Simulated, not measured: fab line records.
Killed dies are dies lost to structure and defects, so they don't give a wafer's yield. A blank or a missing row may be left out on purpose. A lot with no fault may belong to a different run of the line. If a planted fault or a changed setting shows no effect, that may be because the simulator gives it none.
fab line records + flow n5_finfet
record:
- lots: 4
- wafers: 12
- last_day: 17
route steps=1938 shown BEOL_M8@1358 PASSIVATION@1936
lots untouched by any fault: they come from a run of this same line in which no faults occurred
start_h: the number of hours between the record's first day and the start of the first shown wafer of the lot + wait_h: how many hours have passed since the lot's step before this one + " as in the row above + L1.1+2: several wafers, shown together as one row + - value missing, or start not given + * or withheld: withheld + < > ~ a bound
route shown NAME@n: NAME is a module with steps in the file, n the number in the route of the first one + usual: mean and standard deviation over wafers with no fault + same: alike in all rows + chamber/n: place in a boat + sites: each site's reading + _std_site: the values' standard deviation + _edge_site: outer sites' mean less inner sites' + radius_mm: for every site, how far away it sits from the centre of the wafer + mask NAME#n: copy n + behind: the last tool/chamber to shape the wafer + hold: why the lot was held/for how many hours/how that ended + device: whichever transistor did not switch (one of n, p or np) + end of line: the route-end tests of the same wafers + where a step has no rows: the recipe by itself + killed: dies lost to structure and defects at the first sort, not the wafer's yield + map: a wafer's dies, x killed, . not, _ none there
set.NAME: the setting as run; set.NAME@STEP: as run at that earlier step + model.NAME: the simulator's own value behind a step, which no gauge read
lots seen at some steps along the route; tables by step, rows by wafer
services: when a tool's chamber went out of use (start_h, in hours from the record's first day, below 0 if earlier), for how many hours, and the reason
== steps ==
step: N5_BEOL_M8_COAT_71
recipe:
- resist: underlayer
- temp_c: 205
- time_s: 60
- spin_rpm: 1500
- resist_thk_nm: 5
step: N5_BEOL_M8_COAT_22
recipe:
- resist: CAR-EUV
- spin_rpm: 1500
- resist_thk_nm: 30
step: N5_BEOL_M8_EBR_24
recipe:
- solvent: PGMEA
- ebr_width_mm: 1.5
step: N5_BEOL_M8_SOFTBAKE_23
recipe:
- temp_c: 110
- time_s: 60
- resist: CAR-EUV
step: N5_BEOL_M8_EXPOSE_25
recipe:
- mask_id: V7
- na: 0.33
- source_shape: annular
- sigma_inner: 0.4
- sigma_outer: 0.8
- polarization: unpolarized
- target_cd_nm: 40
- dose_mj: 42.5
step: N5_BEOL_M8_PEB_26
recipe:
- peb_temp_c: 100
- peb_time_s: 60
- resist: CAR-EUV
step: N5_BEOL_M8_DEVELOP_27
recipe:
- develop_time_s: 30
- developer: TMAH
- resist: CAR-EUV
- rinse_liquid: surfactant_rinse
- dry: air_spin
- dev_temp_c: 23
step: N5_BEOL_M8_DESCUM_33
recipe:
- chemistry: O2
- time_s: 7
- source_power_w: 50
- bias_power_w: 20
- pressure_mtorr: 20
- rf_frequency_hz: 2.712e+07
- temp_c: 40
- resist: CAR-EUV
- o2_flow_sccm: 225
step: N5_BEOL_M8_ETCH_72
recipe:
- chemistry: N2/H2
- target: underlayer
- target_depth_a: 65
- mask_material: CAR-EUV
- time_s: 5.2
- ion_energy_ev: 200
- pressure_mtorr: 30
- source_w: 840
- bias_w: 150
- n2_flow_sccm: 200
- h2_flow_sccm: 200
- ends: cleared
step: N5_BEOL_M8_ETCH_65
recipe:
- chemistry: CF4
- target: SiARC
- target_depth_a: 156
- mask_material: CAR-EUV
- time_s: 26
- ion_energy_ev: 80
- pressure_mtorr: 40
- source_w: 545
- bias_w: 36
- Ar_flow_sccm: 100
- cf4_flow_sccm: 100
- ends: cleared
usual:
- drypump_motor_current_A: 5.9/0.49
- etch_rf_on_time_s: 26.0/0.61
- oes_product_au: 0.68/0.05
- rf_vpp_V: 183.7/1.1
- showerhead_plenum_p_Torr: 2.12/0.068
- throttle_valve_pct: 15.60/0.2
| lot.wafer | tool        | chamber | start_h | wait_h | drypump_motor_current_A | etch_rf_on_time_s | oes_product_au | rf_hours_counter_h | rf_vpp_V | showerhead_plenum_p_Torr | throttle_valve_pct |
|-----------|-------------|---------|---------|--------|-------------------------|-------------------|----------------|--------------------|----------|--------------------------|--------------------|
| L226.1    | rie_diel-01 | 3       | 280.36  | 0.0    | 5.1                     | 26.4              | 0.62           | 195                | 181.4    | 1.95                     | 15.51              |
| L226.2    | "           | 2       | "       | "      | 5.4                     | 27.0              | 0.58           | 235                | 185.3    | 2.19                     | 15.79              |
| L226.3    | "           | 0       | "       | "      | 6.2                     | 27.0              | 0.63           | 175                | 181.1    | 2.05                     | 15.79              |
| L233.2    | rie_diel-05 | 1       | 333.11  | 0.0    | 6.2                     | 26.2              | 0.72           | 59                 | 184.8    | 2.09                     | 15.52              |
| L233.5    | "           | 2       | "       | "      | 5.6                     | 24.8              | 0.63           | -                  | 185.6    | 2.20                     | 15.88              |
| L233.6    | "           | 3       | "       | "      | 5.6                     | 26.1              | 0.73           | -                  | 183.8    | 2.10                     | 15.31              |
| L234.2    | rie_diel-01 | 0       | 333.22  | 0.0    | 6.2                     | 27.1              | 0.62           | 193                | 183.1    | 2.04                     | 15.82              |
| L234.3    | "           | 3       | "       | "      | 5.2                     | 26.1              | 0.61           | 212                | 182.5    | 1.95                     | 15.55              |
| L234.5    | "           | 3       | "       | "      | 5.1                     | 26.2              | 0.61           | -                  | 181.8    | 1.95                     | 15.53              |
| L235.1    | rie_diel-01 | 0       | 335.43  | 0.0    | 6.2                     | 26.9              | 0.62           | 194                | 183.7    | 2.04                     | 15.81              |
| L235.3    | "           | 3       | "       | "      | 5.1                     | 26.0              | 0.61           | 214                | 182.0    | 1.95                     | 15.54              |
| L235.6    | "           | 1       | "       | "      | 6.5                     | 25.0              | 0.68           | -                  | 183.9    | 2.08                     | 15.36              |
step: N5_BEOL_M8_ETCH_66
recipe:
- chemistry: N2/H2
- target: SOC
- target_depth_a: 800
- overetch_a: 160
- mask_material: SiARC
- temp_c: 40
- time_s: 120
- ion_energy_ev: 200
- pressure_mtorr: 30
- source_w: 840
- bias_w: 150
- n2_flow_sccm: 200
- h2_flow_sccm: 200
step: N5_BEOL_M8_STRIP_69
recipe:
- chemistry: N2/H2
- temp_c: 40
- n2_flow_sccm: 200
- h2_flow_sccm: 200
- rf_frequency_hz: 6e+07
step: N5_BEOL_M8_STRIP_73
recipe:
- chemistry: N2/H2
- temp_c: 40
- n2_flow_sccm: 200
- h2_flow_sccm: 200
- rf_frequency_hz: 6e+07
step: N5_BEOL_M8_VIA_ETCH_34
recipe:
- chemistry: C4F6/O2
- target: SiCOH_lowk
- target_depth_a: 1255
- mask_material: SOC
- taper_deg: 4
- time_s: 50.5
- ion_energy_ev: 250
- pressure_mtorr: 30
- source_w: 345
- bias_w: 185
- Ar_flow_sccm: 300
- C4F6_flow_sccm: 10
- O2_flow_sccm: 10
step: N5_BEOL_M8_STRIP_76
recipe:
- chemistry: C4F6/O2
- resist: SiARC
- rf_frequency_hz: 6e+07
step: N5_BEOL_M8_STRIP_36
recipe:
- chemistry: N2/H2
- power_w: 450
- temp_c: 40
- pressure_mtorr: 20
- rf_frequency_hz: 6e+07
- overash_fraction: 0.3
- bias_power_w: 7
- h2_frac: 0.5
- n2_flow_sccm: 200
- h2_flow_sccm: 200
step: N5_BEOL_M8_TRENCH_ETCH_37
recipe:
- chemistry: C4F6/O2
- target_depth_a: 934.78
- target: SiCOH_lowk
- time_s: 31.2
- ion_energy_ev: 250
- pressure_mtorr: 30
- source_w: 345
- bias_w: 185
- Ar_flow_sccm: 300
- C4F6_flow_sccm: 10
- O2_flow_sccm: 10
step: N5_BEOL_M8_ETCH_41
recipe:
- chemistry: CH3F/O2
- target: SiCN
- target_depth_a: 319
- taper_deg: 2
- time_s: 57.8
- ion_energy_ev: 120
- mask_material: TiN
- pressure_mtorr: 30
- source_w: 395
- bias_w: 75
- Ar_flow_sccm: 150
- CH3F_flow_sccm: 30
- O2_flow_sccm: 20
step: N5_BEOL_M8_STRIP_80
recipe:
- chemistry: N2/H2
- time_s: 10
- power_w: 450
- temp_c: 40
- pressure_mtorr: 20
- rf_frequency_hz: 6e+07
- bias_power_w: 7
- n2_flow_sccm: 200
- h2_flow_sccm: 200
step: N5_BEOL_M8_HM_STRIP_39
recipe:
- chemistry: peroxide_tin_strip
- material: TiN
- target_depth_a: 250
- temp_c: 50
- time_s: 158
step: N5_BEOL_M8_SRD_40
recipe:
- time_s: 30
- temp_c: 23
- rinse_liquid: diw
- dry: ipa_marangoni
step: N5_BEOL_M8_PRECLEAN_42
recipe:
- chemistry: residue_remover
- time_s: 60
- temp_c: 40
step: N5_BEOL_M8_SRD_43
recipe:
- time_s: 30
- temp_c: 23
- rinse_liquid: diw
- dry: ipa_marangoni
step: N5_BEOL_M8_CURE_75
recipe:
- temp_c: 370
- time_s: 120
- ambient: DMADMS/He
- material: SiCOH_lowk
step: N5_BEOL_M8_DEGAS_44
recipe:
- ambient: vacuum
- temp_c: 250
- time_s: 60
step: N5_BEOL_M8_PRE_CLEAN_45
recipe:
- gas: H2/He
- time_s: 30
- temp_c: 250
step: N5_BEOL_M8_ALD_77
recipe:
- material: TaN
- target_thk_a: 20
- temp_c: 275
- ald_precursor_family: PDMAT
- ald_co_reactant: NH3
- pressure_torr: 3
- carrier_flow_sccm: 1500
- pulse_time_s: 2
- purge_time_s: 3
- co_reactant_purge_time_s: 2
- co_reactant_pulse_time_s: 3
- ald_cycles: 40
- precursor_vessel_temp_c: 75
- precursor_vessel_pressure_torr: 26.25
- precursor_vessel_carrier_sccm: 1000
step: N5_BEOL_M8_SURFACE_TREAT_79
recipe:
- gas: Ar
- time_s: *
- ion_energy_ev: *
- ion_current_ma_cm2: 0.5
- pressure_mtorr: *
- ar_flow_sccm: 30
step: N5_BEOL_M8_CVD_78
recipe:
- material: Co
- target_thk_a: 20
- temp_c: withheld
- precursor: CCTBA/H2
- pressure_torr: 30
- time_s: 142.3
step: N5_BEOL_M8_SPUTTER_48
recipe:
- material: Cu
- target_thk_a: 100
- temp_c: -20
- bias_v: 60
- power_w: 26000
- chamber_pressure_pa: 0.13
- time_s: 1.667
step: N5_BEOL_M8_ECD_50
recipe:
- material: Cu
- target_thk_a: 3000
step: N5_BEOL_M8_ANNEAL_51
recipe:
- temp_c: 225
- time_s: 90
- ambient: N2
step: N5_BEOL_M8_CMP_52
recipe:
- stop_on: SiCOH_lowk
- t_overpolish_s: 6.9
- down_force_psi: 1
- platen_rpm: 50
- clearing_platen_down_force_psi: 1.5
- clearing_platen_rpm: 50
- post_cmp_clean: cu_alkaline
- target_thk_nm: 80
- clearing_platen_pad_velocity_m_s: 0.99484
- pad_velocity_m_s: 0.99484
step: N5_BEOL_M8_PRE_CLEAN_55
recipe:
- gas: NH3
- time_s: 15
- temp_c: withheld
- rf_power_w: 300
step: N5_BEOL_M8_DEP_56
recipe:
- material: SiCN
- target_thk_a: 100
- temp_c: withheld
- precursor: 3MS/NH3
- pressure_torr: 3
- rf_w: 202
- time_s: 17.5
step: N5_PASSIVATION_PROBE_49
usual:
- defect_limited_yield: 90.9/1.4
- killed_at_M0_to_M3: 38/11
- killed_at_M4_up: 13/5.9
- killed_at_contacts: 14/6.4
- killed_at_front_end: 38/11
- killed_at_other: 3.3/2.5
- killed_dies: 107/16
- killed_on_rim: 14/3.6
- killed_open: 70/12
- killed_short: 35/7.7
- sort_bin_5_function: 5.3/0.94
- sort_bin_6_memory: 3.5/0.7
- sort_n_pass: 1073/16
- sort_yield_pct: 90.9/1.4
same:
- gross_dies: 1180
- killed_at_back_side: 0
- sort_bin_4_leakage[%]: 0
- sort_bin_8_speed[%]: 0
| lot.wafer | tool      | chamber | start_h | wait_h | defect_limited_yield[%] | killed_at_M0_to_M3 | killed_at_M4_up | killed_at_contacts | killed_at_front_end | killed_at_other | killed_dies | killed_on_rim | killed_open | killed_short | sort_bin_5_function[%] | sort_bin_6_memory[%] | sort_n_pass | sort_yield_pct[%] |
|-----------|-----------|---------|---------|--------|-------------------------|--------------------|-----------------|--------------------|---------------------|-----------------|-------------|---------------|-------------|--------------|------------------------|----------------------|-------------|-------------------|
| L226.1    | prober-01 | -       | 349.66  | 0.0    | 90.6                    | 25                 | 11              | 16                 | 56                  | 3               | 111         | 15            | 66          | 43           | 5.7                    | 3.3                  | 1069        | 90.6              |
| L226.2    | prober-01 | -       | 349.71  | 0.1    | 90.4                    | 24                 | 7               | 25                 | 53                  | 4               | 113         | 12            | 75          | 35           | 5.7                    | 3.6                  | 1067        | 90.4              |
| L226.3    | prober-01 | -       | 349.76  | 0.1    | 90.6                    | 26                 | 9               | 16                 | 60                  | 0               | 111         | 9             | 69          | 41           | 4.7                    | 4.4                  | 1069        | 90.6              |
| L233.6    | prober-02 | -       | 406.91  | 0.3    | 91.9                    | 38                 | 11              | 8                  | 33                  | 5               | 95          | 15            | 67          | 26           | 4.3                    | 3.6                  | 1085        | 91.9              |
| L234.3    | prober-01 | -       | 407.13  | 0.1    | 82.5                    | 36                 | 127             | 17                 | 27                  | 0               | 207         | 28            | 76          | 26           | 10.3                   | 4.2                  | 973         | 82.5              |
| L234.5    | prober-01 | -       | 407.23  | 0.2    | 82.5                    | 32                 | 113             | 14                 | 41                  | 6               | 206         | 34            | 61          | 44           | 11.2                   | 3.0                  | 974         | 82.5              |
| L235.3    | prober-01 | -       | 414.33  | 0.1    | 84.2                    | 18                 | 111             | 14                 | 38                  | 5               | 186         | 28            | 55          | 25           | 9.0                    | 4.1                  | 994         | 84.2              |
killed by level:class
L226.1 FIN_SAQP:geometric_particle:open=15 FIN_SAQP:geometric_particle:short=14 MOL_CONTACT_COAG:geometric_particle:open=12 BEOL_M3:geometric_particle:open=7 GATE_CUT:geometric_particle:short=7 BEOL_M4:geometric_particle:open=6 GATE_CUT:geometric_particle:open=6 MOL_CONTACT_COAG:geometric_particle:short=4
L226.2 MOL_CONTACT_COAG:geometric_particle:open=20 FIN_SAQP:geometric_particle:open=17 BEOL_M0_SAQP:geometric_particle:open=10 FIN_SAQP:geometric_particle:short=9 BEOL_M0_SAQP:geometric_particle:short=8 STI_FIN_REVEAL:geometric_particle:open=6 GATE_CUT:geometric_particle:short=5 MOL_CONTACT_COAG:geometric_particle:short=5
L226.3 FIN_SAQP:geometric_particle:short=19 MOL_CONTACT_COAG:geometric_particle:open=13 FIN_SAQP:geometric_particle:open=12 STI_FIN_REVEAL:geometric_particle:open=9 BEOL_M0_SAQP:geometric_particle:short=7 BEOL_M3:geometric_particle:open=7 BEOL_M4:geometric_particle:open=6 DUMMY_GATE:geometric_particle:open=5
L233.6 BEOL_M3:geometric_particle:open=16 FIN_SAQP:geometric_particle:open=13 FIN_SAQP:geometric_particle:short=6 BEOL_M1:geometric_particle:open=6 MOL_CONTACT_COAG:geometric_particle:open=6 BEOL_M3:geometric_particle:short=5 BEOL_M0_SAQP:geometric_particle:short=4 BEOL_M0_SAQP:geometric_particle:open=4
L234.3 BEOL_M8:unspecified=105 MOL_CONTACT_COAG:geometric_particle:open=14 BEOL_M4:geometric_particle:open=13 FIN_SAQP:geometric_particle:open=9 BEOL_M2:geometric_particle:open=9 BEOL_M3:geometric_particle:open=7 BEOL_M0_SAQP:geometric_particle:short=5 BEOL_M0_SAQP:geometric_particle:open=4
L234.5 BEOL_M8:unspecified=99 MOL_CONTACT_COAG:geometric_particle:open=11 BEOL_M3:geometric_particle:open=11 BEOL_M4:geometric_particle:open=10 FIN_SAQP:geometric_particle:short=8 GATE_CUT:geometric_particle:short=6 FIN_SAQP:geometric_particle:open=5 DUMMY_GATE:geometric_particle:open=4
L235.3 BEOL_M8:unspecified=102 MOL_CONTACT_COAG:geometric_particle:open=12 FIN_SAQP:geometric_particle:open=9 DUMMY_GATE:geometric_particle:open=6 BEOL_M0_SAQP:geometric_particle:short=5 STARTING-WAFER:geometric_particle:open=5 STI_FIN_REVEAL:geometric_particle:open=4 BEOL_M0_SAQP:geometric_particle:open=4
map L234.3 (x killed, . not)
_________________xxxxxxxxxxx.________________
______________.xxxxxxxxxxxxx...._____________
___________..xxxxxxxxxxxxxxxxxx....__________
__________x.xxxxxxxxxxxxxxxxxx.x.x.._________
________.x....xx.xxxxxxxxxxxx..x...xx._______
_______.......x.xxxxxxxxxxxxx.....x....______
______.x.......x.xxxxxxxxxx............._____
_____.x....x.x........xxx.........x......____
____............x..x......................___
___..............xx..x..x...x..............__
___.....x...............x......x.........xx__
__x............x...x.....................x.._
__........x..x.x...x.............x..x......._
_.x................x.........................
_..x...............x.........................
_......x......x............x.................
_....x.........x.........x...................
_..x.......................x...........x.....
_.x....x..x.........x...x............x.......
_.....x..x.....x.x......x............x..x..x.
_....x....x....x.............x........xx.....
__.......x...............xx................._
__......x..x......................xx.x......_
___.......xx......x.x............x.........__
___....xx....x...x....x..x...........x.....__
____....x.....................x..x........___
_____.................xx............x....____
______..........................x......._____
_______.......x.....x....x.............______
________..............x............x.._______
__________....x...............x....._________
___________..............x......x..__________
______________................x._____________
_________________............________________
map L235.3 (x killed, . not)
_________________xxxxxxxxxxx.________________
______________xxxxxxxxxxxxxxxx.._____________
___________.x.xxxxxxxxxxxxxx.......__________
__________...xxxxxxxxxxxxxxx..x...x._________
________.......xxxxxxxxxxxxx.........._______
_______.....xx.xxxxxxxxxxxx.x..........______
______........xxxxxxxxxxxxx............._____
_____.............x.xxx..x..x..x.........____
____...x.............xxx..................___
___.....x......x........x..................__
___................x.......................__
__...........x..x...........x...x..........._
__.......x....x.......x.x..............x...._
_.................xx.....xx......xx.x...x....
_..................xx.x..............x.......
_............................x..x....x.......
_.......x.............x..x....x..............
_..........x...............................x.
_..............x............................x
_................x............x.........x....
_x....................x......................
__.x....x............x...x.................._
__........x...............x...x......x.....x_
___........................................__
___............x.....x..x.x..............x.__
____..............x......x...x.....x......___
_____.........................x....x..x..____
______..x.x..................x.........._____
_______........x............x..........______
________.................x........x..._______
__________....................x....x_________
___________...........x............__________
______________...x..........x..._____________
_________________........x...________________
== services ==
| tool        | chamber | start_h | hours | kind                          |
|-------------|---------|---------|-------|-------------------------------|
| rie_diel-01 | 2       | 329.64  | -     | clean                         |
| rie_diel-01 | 2       | 329.64  | -     | consumable_replace:focus_ring |
| rie_diel-01 | 2       | 329.64  | 14.3  | scheduled_down                |
| rie_diel-01 | 2       | 329.64  | 14.3  | vent_cycle                    |
== key ==
first_sign:
- step: N5_PASSIVATION_PROBE_49
- reading: killed_at_M4_up
- direction: up
- sigmas: 18
- usual: 13
- struck: 117
effect:
- step: N5_PASSIVATION_PROBE_49
- reading: defect_limited_yield
- direction: down
- sigmas: 5.6
- usual: 90.9
- struck: 83.1
more_kills_born_at:
- N5_BEOL_M8_ETCH_65@rie_diel-01: 306
met_at N5_BEOL_M8_ETCH_65
struck_wafers L234.3,L234.5,L235.3
onset_between 280.36 333.22
fault:
- kind: chamber_particle_source
- tool: rie_diel-01
- chamber: 3
- onset_h: 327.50
- steps: N5_BEOL_M8_ETCH_65
- rate_per_visit_cm2: 1.3487
- end_h: 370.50
